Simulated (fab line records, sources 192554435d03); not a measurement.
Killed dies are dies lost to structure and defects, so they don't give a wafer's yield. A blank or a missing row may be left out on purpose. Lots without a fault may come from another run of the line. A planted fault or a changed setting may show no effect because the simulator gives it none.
Split-lot experiment | flow n5_finfet | 7 lots, 21 wafers read, on a route of 1938 steps

THE SPLIT
At N5_BEOL_M8_PECVD_70 (deposits SiO2 from TEOS/O2, target thk 20 nm, time 22.7 s), the setting time_s was moved away from the recipe's 22.7 s on 7 of the 21 wafers read, by -9.6% to +14.7%. The other wafers ran this setting at the recipe's value.

FROM THE SPLIT TO THE READING: what the file shows between them, 15 steps
- N5_BEOL_M8_EXPOSE_08: exposes mask M8 (also split here: dose_mj)
- N5_BEOL_M8_PEB_09: peb time 60 s
- N5_BEOL_M8_DEVELOP_10: develop time 30 s
- N5_BEOL_M8_CD_MEAS_11: target cd 38.5 nm
- N5_BEOL_M8_DESCUM_16: chemistry O2, time 7.9 s
- N5_BEOL_M8_ETCH_61: etches SiARC in CF4, target depth 45.5 nm, time 75.8 s
- N5_BEOL_M8_ETCH_62: etches SOC in N2/H2, target depth 110 nm, overetch 22 nm, time 165 s (also split here: bias_w)
- N5_BEOL_M8_STRIP_68: strips in N2/H2
- N5_BEOL_M8_STRIP_67: strips in CF4
- N5_BEOL_M8_HM_OPEN_17: chemistry Cl2/BCl3, target TiN, target depth 20 nm, overetch 6 nm
- N5_BEOL_M8_STRIP_19: strips in O2
- N5_BEOL_M8_CD_MEAS_18: pitch 80 nm, target cd 40 nm
- N5_BEOL_M8_COAT_63: time 60 s, resist thk 60 nm
- N5_BEOL_M8_COAT_64: time 60 s, resist thk 12 nm
- N5_BEOL_M8_STRIP_80: strips in N2/H2, time 10 s

THE READING
SiO2_of_BEOL_M8_PECVD_70.thk_nm (the simulator's own value, which no gauge read), in nm, at N5_BEOL_M8_HM_STRIP_39 (strips TiN in peroxide tin strip, target depth 25 nm, time 158 s). The file gives no usual value for it. The 14 wafers here that ran the recipe average 20.0 nm, standard deviation 0.31 nm.

wafer  | tool, chamber at the split | time_s as run, s | against the recipe | SiO2_of_BEOL_M8_PECVD_70.thk_nm, nm | against lot-mates on the recipe
L077.2 | pecvd-04, 2                | 22.7             | recipe             | 19.2                                | -
L077.4 | pecvd-04, 1                | 22.7             | recipe             | 19.8                                | -
L077.5 | pecvd-04, 1                | 22.7             | recipe             | 20.2                                | -
L076.1 | pecvd-04, 2,0              | 26.04            | +14.7%             | 22.4                                | +2.6
L076.2 | pecvd-04, 2,0              | 26.04            | +14.7%             | 22.6                                | +2.8
L076.6 | pecvd-04, 0                | 22.7             | recipe             | 19.8                                | -
L081.4 | pecvd-03, 0,2              | 23.71            | +4.4%              | 21.4                                | no lot-mate on the recipe
L081.6 | pecvd-03, 0,2              | 23.71            | +4.4%              | 21.4                                | no lot-mate on the recipe
L081.5 | pecvd-03, 1                | 23.71            | +4.4%              | 21.2                                | no lot-mate on the recipe
L080.2 | pecvd-04, 1                | 22.7             | recipe             | 20.2                                | -
L080.5 | pecvd-04, 1                | 22.7             | recipe             | 20.2                                | -
L080.6 | pecvd-04, 2                | 25.44            | +12.1%             | 22.4                                | +2.2
L084.1 | pecvd-01, 0                | 22.7             | recipe             | 19.8                                | -
L084.4 | pecvd-01, 2                | 22.7             | recipe             | 20                                  | -
L084.5 | pecvd-01, 1                | 22.7             | recipe             | 20.2                                | -
L085.2 | pecvd-03, 0                | 22.7             | recipe             | 20                                  | -
L085.3 | pecvd-03, 1                | 22.7             | recipe             | 19.8                                | -
L085.5 | pecvd-03, 0                | 20.52            | -9.6%              | 18.4                                | -1.5
L095.1 | pecvd-01, 1,2              | 22.7             | recipe             | 20.4                                | -
L095.5 | pecvd-01, 1,2              | 22.7             | recipe             | 20.4                                | -
L095.2 | pecvd-01, 2                | 22.7             | recipe             | 19.8                                | -
Where a row lists several chambers, the file gives one row for several wafers and doesn't say which wafer went through which chamber.

THE FIT
A straight line over all 21 wafers: SiO2_of_BEOL_M8_PECVD_70.thk_nm changes by +0.182 nm for each +1% of time_s; r = +0.95; the points scatter about the line by 0.34 nm.
The same after taking each lot's own level away (the mean of its wafers on the recipe; 18 wafers): +0.178 nm for each +1%; r = +0.98; scatter 0.24 nm.
On that fit, the largest move of time_s shifts the reading by 2.6 nm.
The lots' own levels span 19.73 to 20.20 nm, that is 1.5 times the standard deviation above.
So the lot-to-lot level changes the slope little: the two slopes agree.
Check: with one of the wafers moved furthest among these (+14.7%) left out of the fit, the line predicts +2.67 nm for it against its lot-mates. It came out at +2.6 nm against them.

OTHER SPLITS ON THESE WAFERS
These wafers also went through other splits before the reading. Each is held against what the fit with the lots' levels taken away leaves over:
other split on the same wafers | wafers away from the commonest value | r with SiO2_of_BEOL_M8_PECVD_70.thk_nm (lot level and that fit taken away)
N5_BEOL_M8_ILD_DEP_00 time_s   | 7                                    | -0.03
N5_BEOL_M8_EXPOSE_08 dose_mj   | 9                                    | -0.06
N5_BEOL_M8_ETCH_62 bias_w      | 3                                    | +0.02

THE WHOLE CHAIN: every reading that the file lists as answering this split, in the file's order
step                   | what it does                                                     | reading                                                                          | change (the file's fit)               | r (the file's)
N5_BEOL_M8_PECVD_70    | deposits SiO2 from TEOS/O2, target thk 20 nm, time 22.7 s        | SiO2_of_BEOL_M8_PECVD_70.thk_nm (the simulator's own value, which no gauge read) | +0.174 nm for each +1% of the setting | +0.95
N5_BEOL_M8_HM_STRIP_39 | strips TiN in peroxide tin strip, target depth 25 nm, time 158 s | SiO2_of_BEOL_M8_PECVD_70.thk_nm (the simulator's own value, which no gauge read) | +0.178 nm for each +1% of the setting | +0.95

THE FILE'S OWN FIT
SiO2_of_BEOL_M8_PECVD_70.thk_nm changes by +0.178 nm for each +1% of time_s, r = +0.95.
